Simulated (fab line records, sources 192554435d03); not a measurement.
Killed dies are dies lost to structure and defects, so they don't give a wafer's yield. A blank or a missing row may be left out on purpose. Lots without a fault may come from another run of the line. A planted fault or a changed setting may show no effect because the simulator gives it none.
Split-lot experiment | flow n5_finfet | 7 lots, 21 wafers read, on a route of 1938 steps

THE SPLIT
At N5_MIM_BOT_LITHO_EXPOSE_05 (exposes mask MIM BOT), the setting dose_mj was moved away from the recipe's 24.25 on 10 of the 21 wafers read, by -6.7% to +6.5%. The other wafers ran this setting at the recipe's value.

FROM THE SPLIT TO THE READING: what the file shows between them, 3 steps
- N5_MIM_BOT_LITHO_PEB_06
- N5_MIM_BOT_LITHO_DEVELOP_07: develop time 60 s
- N5_MIM_BOT_LITHO_HARDBAKE_09: time 120 s

THE READING
cd_nm, in nm, at N5_MIM_BOT_LITHO_CD_MEAS_08 (target cd 3000 nm). Fault-free wafers of this fab line usually give 2999.0 nm, standard deviation 1.4 nm.

wafer  | tool, chamber at the split | dose_mj as run | against the recipe | cd_nm, nm | against lot-mates on the recipe
L075.1 | krf_scanner-02, 0          | 25.83          | +6.5%              | 3009.0    | +11.0
L075.2 | krf_scanner-02, 0          | 24.25          | recipe             | 2998.0    | -
L075.5 | krf_scanner-02, 0          | 25.83          | +6.5%              | 3006.2    | +8.2
L080.2 | krf_scanner-01, 0          | 24.99          | +3.1%              | 3006.6    | +8.2
L080.5 | krf_scanner-01, 0          | 24.99          | +3.1%              | 3005.6    | +7.2
L080.6 | krf_scanner-01, 0          | 24.25          | recipe             | 2998.4    | -
L081.1 | krf_scanner-02, 0          | 25.23          | +4.0%              | 3006.6    | +7.6
L081.3 | krf_scanner-02, 0          | 25.23          | +4.0%              | 3006.8    | +7.8
L081.5 | krf_scanner-02, 0          | 24.25          | recipe             | 2999.0    | -
L084.1 | krf_scanner-01, 0          | 24.25          | recipe             | 2999.6    | -
L084.2 | krf_scanner-01, 0          | 24.25          | recipe             | 2999.6    | -
L084.3 | krf_scanner-01, 0          | 22.62          | -6.7%              | 2986.0    | -13.6
L088.2 | krf_scanner-02, 0          | 24.25          | recipe             | 2996.4    | -
L088.3 | krf_scanner-02, 0          | 24.25          | recipe             | 2995.9    | -
L088.5 | krf_scanner-02, 0          | 24.25          | recipe             | 2996.9    | -
L096.1 | krf_scanner-01, 0          | 23.4           | -3.5%              | 2991.4    | -6.5
L096.2 | krf_scanner-01, 0          | 24.25          | recipe             | 2996.7    | -
L096.3 | krf_scanner-01, 0          | 24.25          | recipe             | 2999.1    | -
L092.1 | krf_scanner-02, 0          | 25.19          | +3.9%              | 3004.7    | +8.2
L092.4 | krf_scanner-02, 0          | 24.25          | recipe             | 2996.5    | -
L092.5 | krf_scanner-02, 0          | 25.19          | +3.9%              | 3004.9    | +8.4

THE FIT
A straight line over all 21 wafers: cd_nm changes by +1.78 nm for each +1% of dose_mj; r = +0.96; the points scatter about the line by 1.6 nm.
The same after taking each lot's own level away (the mean of its wafers on the recipe; 21 wafers): +1.84 nm for each +1%; r = +0.98; scatter 1.3 nm.
On that fit, the largest move of dose_mj shifts the reading by 12 nm.
The lots' own levels span 2996.40 to 2999.60 nm, that is 2.3 times the standard deviation above.
So the lot-to-lot level changes the slope little: the two slopes agree.
Check: with one of the wafers moved furthest among these (-6.7%) left out of the fit, the line predicts -11.6 nm for it against its lot-mates. It came out at -13.6 nm against them.

OTHER SPLITS ON THESE WAFERS
These wafers also went through other splits before the reading. Each is held against what the fit with the lots' levels taken away leaves over:
other split on the same wafers      | wafers away from the commonest value | r with cd_nm (lot level and that fit taken away)
N5_BEOL_M11_TRENCH_ETCH_37 source_w | 7                                    | -0.01
N5_BEOL_M12_SPUTTER_44 time_s       | 6                                    | -0.02
N5_BEOL_M12_DEP_53 time_s           | 4                                    | +0.69
N5_BEOL_M14_DEP_53 time_s           | 8                                    | -0.25
N5_BEOL_M15_ILD_DEP_00 time_s       | 3                                    | +0.14

THE FILE'S OWN FIT
cd_nm changes by +1.88 nm for each +1% of dose_mj, r = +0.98.
